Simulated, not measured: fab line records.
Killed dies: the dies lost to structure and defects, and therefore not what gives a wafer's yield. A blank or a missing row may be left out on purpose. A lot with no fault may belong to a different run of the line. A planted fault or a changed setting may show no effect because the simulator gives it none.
Which tool was responsible?	flow nandHarc	22 lots, 66 wafers sampled, at 6 steps of a route of 1159

## WHAT EACH GAUGE READ, for each wafer
The record lacks any reading of a measuring or inspecting step that a usual standard deviation could be used to judge.

## WHAT TOOL EACH LOT RAN ON (gives the tool, then ch and the chambers of the sampled wafers, and finally the start)
lot	NHARC_A_STAIRCASE_ETCH_194	NHARC_A_STAIRCASE_STRIP_205	NHARC_A_STAIRCASE_TRIM_224	NHARC_A_STAIRCASE_TRIM_231	NHARC_A_STAIRCASE_TRIM_233	NHARC_A_STAIRCASE_ETCH_236
L074	rieDiel-02 ch 0,1,2, day 10 22:20 or earlier	plasmaAsher-02 ch 0,1, day 10 22:20	rieDiel-02 ch 2,3, day 11 01:29 or earlier	rieDiel-01 ch 0,1,2, day 11 01:29	rieDiel-02 ch 0,1, no start	rieDiel-02 ch 1,2,3, no start
L075	rieDiel-01 ch 0,2,3, day 11 00:10 or earlier	plasmaAsher-01 ch 0,1, day 11 00:10	rieDiel-01 ch 1,2,3, no start	rieDiel-02 ch 0,2,3, no start	rieDiel-02 ch 1,2,3, no start	rieDiel-02 ch 0,1,2, no start
L079	rieDiel-02 ch 0,3, day 11 20:15 or earlier	plasmaAsher-01 ch 0,1, day 11 20:15	rieDiel-06 ch 1,2, no start	rieDiel-06 ch 0,2, no start	rieDiel-06 ch 1,2, no start	rieDiel-06 ch 0,1,2, no start
L077	rieDiel-01 ch 0,1,2, day 11 20:41 or earlier	plasmaAsher-02 ch 0,1, day 11 20:41	rieDiel-06 ch 0,1,2, no start	rieDiel-02 ch 0,1, no start	rieDiel-02 ch 0,1,2, no start	rieDiel-02 ch 0,2,3, no start
L076	rieDiel-01 ch 0,1,2, day 12 00:23 or earlier	plasmaAsher-02 ch 0,1, day 12 00:23	rieDiel-01 ch 0,1,3, no start	rieDiel-02 ch 0,1,2, no start	rieDiel-02 ch 0,1,2, no start	rieDiel-02 ch 1,3, no start
L078	rieDiel-02 ch 0,1, day 12 06:29 or earlier	plasmaAsher-02 ch 0,1, day 12 06:29	rieDiel-01 ch 0,1,2, no start	rieDiel-02 ch 0,2, no start	rieDiel-02 ch 0,1, no start	rieDiel-02 ch 2,3, no start
L081	rieDiel-02 ch 0,2, day 12 18:48 or earlier	plasmaAsher-02 ch 0,1, day 12 18:48	rieDiel-02 ch 0,1,3, no start	rieDiel-01 ch 0,1,3, no start	rieDiel-01 ch 1,2,3, no start	rieDiel-01 ch 2,3, no start
L080	rieDiel-01 ch 1,2,3, day 12 22:27 or earlier	plasmaAsher-02 ch 0,1, day 12 22:27	rieDiel-02 ch 0,2,3, no start	rieDiel-06 ch 1,2, no start	rieDiel-06 ch 1,2, no start	rieDiel-06 ch 0,2, no start
L082	rieDiel-02 ch 0,1, day 13 04:06 or earlier	plasmaAsher-01 ch 0,1, day 13 04:06	rieDiel-02 ch 0,1,2, no start	rieDiel-02 ch 0,1,2, no start	rieDiel-02 ch 1,2,3, no start	rieDiel-02 ch 0,3, no start
L083	rieDiel-02 ch 0,1, day 13 10:28 or earlier	plasmaAsher-02 ch 0,1, day 13 10:28	rieDiel-06 ch 0,1,3, no start	rieDiel-02 ch 0,3, no start	rieDiel-02 ch 0,1,3, no start	rieDiel-02 ch 1,2, no start
L084	rieDiel-02 ch 0,1,2, day 13 14:47 or earlier	plasmaAsher-01 ch 0,1, day 13 14:47	rieDiel-01 ch 2,3, no start	rieDiel-06 ch 1,2, no start	rieDiel-06 ch 2,3, no start	rieDiel-06 ch 0,2,3, no start
L085	rieDiel-06 ch 0,1,2, day 14 20:41 or earlier	plasmaAsher-02 ch 0,1, day 14 20:41	rieDiel-01 ch 0,2,3, no start	rieDiel-06 ch 0,1, no start	rieDiel-06 ch 0,1, no start	rieDiel-06 ch 1,2,3, no start
L086	rieDiel-06 ch 0,2, day 14 23:56 or earlier	plasmaAsher-01 ch 0, day 14 23:56	rieDiel-02 ch 1,2,3, no start	rieDiel-02 ch 1,2,3, no start	rieDiel-02 ch 0,1,2, no start	rieDiel-02 ch 1,2, no start
L091	rieDiel-02 ch 1,2,3, day 15 08:40 or earlier	plasmaAsher-01 ch 0,1, day 15 08:40	rieDiel-01 ch 0,3, no start	rieDiel-01 ch 1,2, no start	rieDiel-01 ch 1,2, no start	rieDiel-01 ch 2,3, no start
L090	rieDiel-06 ch 0,2, day 15 09:44 or earlier	plasmaAsher-02 ch 0,1, day 15 09:44	rieDiel-02 ch 1,2,3, no start	rieDiel-01 ch 1,3, no start	rieDiel-01 ch 2,3, no start	rieDiel-01 ch 1,3, no start
L089	rieDiel-02 ch 2,3, day 15 14:55 or earlier	plasmaAsher-02 ch 0,1, day 15 14:55	rieDiel-01 ch 1,2,3, no start	rieDiel-02 ch 1,2,3, no start	rieDiel-02 ch 1,2,3, no start	rieDiel-02 ch 0,1, no start
L092	rieDiel-01 ch 0,1,2, day 15 13:35 or earlier	plasmaAsher-02 ch 0,1, day 15 13:35	rieDiel-02 ch 1,3, no start	rieDiel-02 ch 0,1,2, no start	rieDiel-02 ch 0,1,2, no start	rieDiel-02 ch 1,2,3, no start
L093	rieDiel-06 ch 1,2,3, day 15 18:29 or earlier	plasmaAsher-01 ch 0,1, day 15 18:29	rieDiel-02 ch 0,1,3, no start	rieDiel-02 ch 0,2,3, no start	rieDiel-02 ch 0,2,3, no start	rieDiel-02 ch 0,1,3, no start
L094	rieDiel-06 ch 0,1, day 15 19:40 or earlier	plasmaAsher-01 ch 0,1, day 15 19:40	rieDiel-01 ch 1,2, no start	rieDiel-01 ch 0,1,3, no start	rieDiel-01 ch 0,2, no start	rieDiel-01 ch 1,2,3, no start
L096	rieDiel-01 ch 0,1,3, day 16 09:51 or earlier	plasmaAsher-02 ch 0,1, day 16 09:51	rieDiel-01 ch 1,2,3, no start	rieDiel-06 ch 0,1,2, no start	rieDiel-06 ch 0,1,2, no start	rieDiel-06 ch 0,1,3, no start
L095	rieDiel-06 ch 0,2,3, day 16 11:02 or earlier	plasmaAsher-02 ch 0,1, day 16 11:02	rieDiel-06 ch 0,1,2, no start	rieDiel-06 ch 0,3, no start	rieDiel-06 ch 0,1, no start	rieDiel-06 ch 0,1,2, no start
L097	rieDiel-06 ch 0,1,3, day 16 21:08 or earlier	plasmaAsher-02 ch 0,1, day 16 21:08	rieDiel-02 ch 0,3, day 17 00:34 or earlier	rieDiel-02 ch 0,3, day 17 00:34	rieDiel-02 ch 0,3, no start	rieDiel-02 ch 0,3, no start
- NHARC_A_STAIRCASE_ETCH_194: etches the open film in C4F8/O2, target depth 100 nm, time 40.5 s.
- NHARC_A_STAIRCASE_STRIP_205: strips in O2.
- NHARC_A_STAIRCASE_TRIM_224: chemistry O2, time 211.2 s.
- NHARC_A_STAIRCASE_TRIM_231: chemistry O2, time 211.2 s.
- NHARC_A_STAIRCASE_TRIM_233: chemistry O2, time 211.2 s.
- NHARC_A_STAIRCASE_ETCH_236: etches the open film in C4F8/O2, target depth 100 nm, time 40.5 s.

## AS READ BY THE TOOLS THEMSELVES (means over the sampled wafers that have a number; for cases with no such wafer, the mark the record gives instead)
NHARC_A_STAIRCASE_ETCH_194. Usual: chamberPressureMTorr 25.000 mTorr, standard deviation 0.023; oesProductAu 0.933 a.u., standard deviation 0.01; rfVppV 895 V, standard deviation 4.4.
lot	tool	chamberPressureMTorr (mTorr)	oesProductAu (a.u.)	rfVppV (V)	flag
L074	rieDiel-02	24.984	0.921	895	
L075	rieDiel-01	25.016	0.937	901	
L079	rieDiel-02	24.982	0.929	889	
L077	rieDiel-01	24.999	0.927	898	
L076	rieDiel-01	24.998	0.949	897	
L078	rieDiel-02	25.020	0.934	894	
L081	rieDiel-02	25.000	0.927	892	
L080	rieDiel-01	24.980	0.939	898	
L082	rieDiel-02	25.004	0.933	893	
L083	rieDiel-02	24.985	0.936	898	
L084	rieDiel-02	25.021	0.934	895	
L085	rieDiel-06	25.002	0.927	895	
L086	rieDiel-06	25.006	0.939	894	
L091	rieDiel-02	25.009	0.932	894	
L090	rieDiel-06	25.017	0.925	896	
L089	rieDiel-02	24.981	0.927	892	
L092	rieDiel-01	24.985	0.940	896	
L093	rieDiel-06	25.001	0.935	894	
L094	rieDiel-06	25.006	0.922	894	
L096	rieDiel-01	24.985	0.942	898	
L095	rieDiel-06	24.992	0.932	893	
L097	rieDiel-06	25.004	0.934	894	

NHARC_A_STAIRCASE_STRIP_205. Usual: drypumpMotorCurrentA 5.8 A, standard deviation 0.44; heaterPowerW 361 W, standard deviation 23.
lot	tool	drypumpMotorCurrentA (A)	heaterPowerW (W)	flag
L074	plasmaAsher-02	6.1	369	
L075	plasmaAsher-01	5.5	324	
L079	plasmaAsher-01	5.8	337	
L077	plasmaAsher-02	5.8	382	
L076	plasmaAsher-02	6.1	379	
L078	plasmaAsher-02	6.1	375	
L081	plasmaAsher-02	6.1	378	
L080	plasmaAsher-02	6.1	374	
L082	plasmaAsher-01	5.8	345	
L083	plasmaAsher-02	6.1	373	
L084	plasmaAsher-01	5.5	333	
L085	plasmaAsher-02	5.8	379	
L086	plasmaAsher-01	5.2	322	
L091	plasmaAsher-01	5.5	336	
L090	plasmaAsher-02	6.1	378	
L089	plasmaAsher-02	6.1	379	
L092	plasmaAsher-02	6.1	375	
L093	plasmaAsher-01	5.5	336	
L094	plasmaAsher-01	5.5	339	
L096	plasmaAsher-02	6.1	370	
L095	plasmaAsher-02	5.9	371	
L097	plasmaAsher-02	6.1	376	

NHARC_A_STAIRCASE_TRIM_224. Usual: chamberPressureMTorr 60.00 mTorr, standard deviation 0.063; drypumpMotorCurrentA 5.8 A, standard deviation 0.49; oesProductAu 0.997 a.u., standard deviation 0.013; rfVppV 57.7 V, standard deviation 0.9; showerheadPlenumPTorr 3.52 Torr, standard deviation 0.13; throttleValvePct 17.036 %, standard deviation 0.0084.
lot	tool	chamberPressureMTorr (mTorr)	drypumpMotorCurrentA (A)	oesProductAu (a.u.)	rfVppV (V)	showerheadPlenumPTorr (Torr)	throttleValvePct (%)	flag
L074	rieDiel-02	60.06	5.9	0.987	56.9	3.38	17.038	
L075	rieDiel-01	59.98	5.6	1.006	58.6	3.59	17.037	
L079	rieDiel-06	59.97	5.6	0.991	57.7	3.50	17.036	
L077	rieDiel-06	59.95	5.6	0.986	57.3	3.51	17.022	
L076	rieDiel-01	60.07	5.8	0.999	58.1	3.59	17.033	
L078	rieDiel-01	59.97	5.3	0.998	57.9	3.57	17.048	
L081	rieDiel-02	60.05	6.0	0.992	57.2	3.45	17.032	
L080	rieDiel-02	60.02	5.9	0.994	56.9	3.37	17.039	
L082	rieDiel-02	60.05	5.9	0.985	57.7	3.50	17.029	
L083	rieDiel-06	60.03	5.7	0.988	57.4	3.49	17.024	
L084	rieDiel-01	60.05	6.1	1.001	58.7	3.65	17.043	
L085	rieDiel-01	60.00	5.9	0.998	58.0	3.64	17.033	
L086	rieDiel-02	59.99	6.0	0.989	57.5	3.49	17.034	
L091	rieDiel-01	60.01	6.3	0.997	57.9	3.65	17.038	
L090	rieDiel-02	60.02	5.9	0.990	58.2	3.49	17.038	
L089	rieDiel-01	60.03	5.6	1.008	58.0	3.57	17.037	
L092	rieDiel-02	59.99	6.0	0.996	58.0	3.44	17.041	
L093	rieDiel-02	59.99	6.0	1.001	56.8	3.44	17.035	
L094	rieDiel-01	60.02	5.1	1.015	57.3	3.55	17.032	
L096	rieDiel-01	59.98	5.6	1.015	58.3	3.57	17.029	
L095	rieDiel-06	60.03	5.5	0.993	58.2	3.48	17.030	
L097	rieDiel-02	59.95	6.0	0.997	57.8	3.32	17.043	

NHARC_A_STAIRCASE_TRIM_231. Usual: chamberPressureMTorr 60.00 mTorr, standard deviation 0.051; drypumpMotorCurrentA 5.8 A, standard deviation 0.43; oesProductAu 0.995 a.u., standard deviation 0.013; rfVppV 57.8 V, standard deviation 0.94; showerheadPlenumPTorr 3.50 Torr, standard deviation 0.12; throttleValvePct 17.036 %, standard deviation 0.009.
lot	tool	chamberPressureMTorr (mTorr)	drypumpMotorCurrentA (A)	oesProductAu (a.u.)	rfVppV (V)	showerheadPlenumPTorr (Torr)	throttleValvePct (%)	flag
L074	rieDiel-01	60.02	5.3	1.001	57.8	3.58	17.032	
L075	rieDiel-02	59.96	5.9	0.996	57.8	3.38	17.035	
L079	rieDiel-06	60.05	5.8	0.981	57.9	3.51	17.034	
L077	rieDiel-02	60.04	6.0	0.986	57.0	3.46	17.029	
L076	rieDiel-02	59.99	5.9	0.979	57.7	3.50	17.037	
L078	rieDiel-02	59.93	5.8	0.985	57.3	3.42	17.043	
L081	rieDiel-01	60.02	5.8	1.003	58.1	3.59	17.042	
L080	rieDiel-06	59.94	5.4	0.984	57.2	3.49	17.035	
L082	rieDiel-02	60.04	5.9	0.986	57.3	3.50	17.041	
L083	rieDiel-02	60.07	6.0	0.993	56.6	3.33	17.037	
L084	rieDiel-06	60.01	5.3	0.991	58.3	3.49	17.035	
L085	rieDiel-06	59.99	5.5	0.986	57.2	3.50	17.036	
L086	rieDiel-02	59.98	6.0	0.991	57.2	3.49	17.037	
L091	rieDiel-01	60.00	5.1	1.024	57.9	3.49	17.033	
L090	rieDiel-01	60.02	6.1	1.005	58.3	3.59	17.029	
L089	rieDiel-02	60.00	6.0	0.988	57.9	3.49	17.042	
L092	rieDiel-02	60.02	5.9	0.992	57.9	3.49	17.030	
L093	rieDiel-02	59.98	5.9	0.995	57.4	3.36	17.038	
L094	rieDiel-01	59.98	5.8	1.013	58.6	3.58	17.034	
L096	rieDiel-06	59.98	5.5	0.990	57.4	3.48	17.040	
L095	rieDiel-06	60.01	5.9	0.995	57.2	3.49	17.039	
L097	rieDiel-02	60.02	6.0	0.999	57.4	3.32	17.038	

NHARC_A_STAIRCASE_TRIM_233. Usual: chamberPressureMTorr 60.00 mTorr, standard deviation 0.052; drypumpMotorCurrentA 5.8 A, standard deviation 0.41; oesProductAu 0.993 a.u., standard deviation 0.013; rfVppV 57.8 V, standard deviation 0.95; showerheadPlenumPTorr 3.49 Torr, standard deviation 0.13; throttleValvePct 17.036 %, standard deviation 0.009.
lot	tool	chamberPressureMTorr (mTorr)	drypumpMotorCurrentA (A)	oesProductAu (a.u.)	rfVppV (V)	showerheadPlenumPTorr (Torr)	throttleValvePct (%)	flag
L074	rieDiel-02	59.97	6.0	0.982	57.2	3.46	17.038	
L075	rieDiel-02	59.99	6.0	0.987	58.0	3.51	17.036	
L079	rieDiel-06	60.04	5.4	0.992	57.5	3.50	17.041	
L077	rieDiel-02	60.00	5.9	0.974	57.8	3.50	17.047	
L076	rieDiel-02	60.06	5.9	0.981	58.4	3.50	17.041	
L078	rieDiel-02	60.01	6.0	0.987	58.9	3.46	17.040	
L081	rieDiel-01	60.03	5.6	1.008	58.6	3.58	17.031	
L080	rieDiel-06	60.01	5.4	0.989	57.9	3.49	17.039	
L082	rieDiel-02	60.04	5.9	0.992	57.6	3.50	17.031	
L083	rieDiel-02	60.02	6.1	0.987	57.5	3.45	17.037	
L084	rieDiel-06	60.03	6.2	1.002	58.2	3.48	17.022	
L085	rieDiel-06	60.02	5.5	0.984	57.6	3.50	17.031	
L086	rieDiel-02	59.97	5.9	0.996	58.1	3.49	17.029	
L091	rieDiel-01	59.97	5.1	1.020	57.7	3.55	17.046	
L090	rieDiel-01	60.01	6.1	1.001	58.1	3.64	17.045	
L089	rieDiel-02	60.03	5.9	0.987	58.3	3.48	17.032	
L092	rieDiel-02	60.03	6.0	0.987	57.0	3.48	17.032	
L093	rieDiel-02	59.99	5.9	0.997	57.5	3.36	17.029	
L094	rieDiel-01	59.98	5.6	1.000	58.0	3.62	17.029	
L096	rieDiel-06	59.99	5.6	0.994	57.7	3.48	17.038	
L095	rieDiel-06	60.02	5.3	0.977	57.1	3.48	17.034	
L097	rieDiel-02	60.03	6.0	0.995	57.1	3.32	17.041	

NHARC_A_STAIRCASE_ETCH_236. Usual: chamberPressureMTorr 25.000 mTorr, standard deviation 0.021; oesProductAu 0.935 a.u., standard deviation 0.013; rfVppV 895 V, standard deviation 4.7.
lot	tool	chamberPressureMTorr (mTorr)	oesProductAu (a.u.)	rfVppV (V)	flag
L074	rieDiel-02	25.003	0.916	895	
L075	rieDiel-02	25.008	0.931	895	
L079	rieDiel-06	25.012	0.928	895	
L077	rieDiel-02	25.004	0.932	890	
L076	rieDiel-02	24.999	0.927	898	
L078	rieDiel-02	25.006	0.946	892	
L081	rieDiel-01	25.013	0.945	900	
L080	rieDiel-06	24.986	0.923	895	
L082	rieDiel-02	24.993	0.934	889	
L083	rieDiel-02	24.987	0.927	896	
L084	rieDiel-06	24.993	0.939	894	
L085	rieDiel-06	24.995	0.944	894	
L086	rieDiel-02	24.965	0.925	897	
L091	rieDiel-01	24.998	0.944	899	
L090	rieDiel-01	24.984	0.940	898	
L089	rieDiel-02	25.010	0.936	892	
L092	rieDiel-02	25.002	0.934	895	
L093	rieDiel-02	24.988	0.921	893	
L094	rieDiel-01	25.009	0.960	898	
L096	rieDiel-06	25.011	0.928	894	
L095	rieDiel-06	24.985	0.931	895	
L097	rieDiel-02	25.002	0.939	888	

## THE ANSWER, worked out from the rows above alone
Rule: a lot is off if the mean of its wafers that have a number lies more than 3 standard deviations from the usual mean. Also off: a lot with no number at a reading for which 4 or more lots have one. The other lots that the step has rows for count as sound. After the gauges, taken in route order, come the tools' own readings; for these a lot's mean is taken, as printed above. The first step at which some lot is off is used, and at that step the reading that is off furthest; a lot without a number counts as furthest.
Nothing can be told from this: no lot is off at any reading shown.

## WHAT THE SIMULATOR HAD INSERTED
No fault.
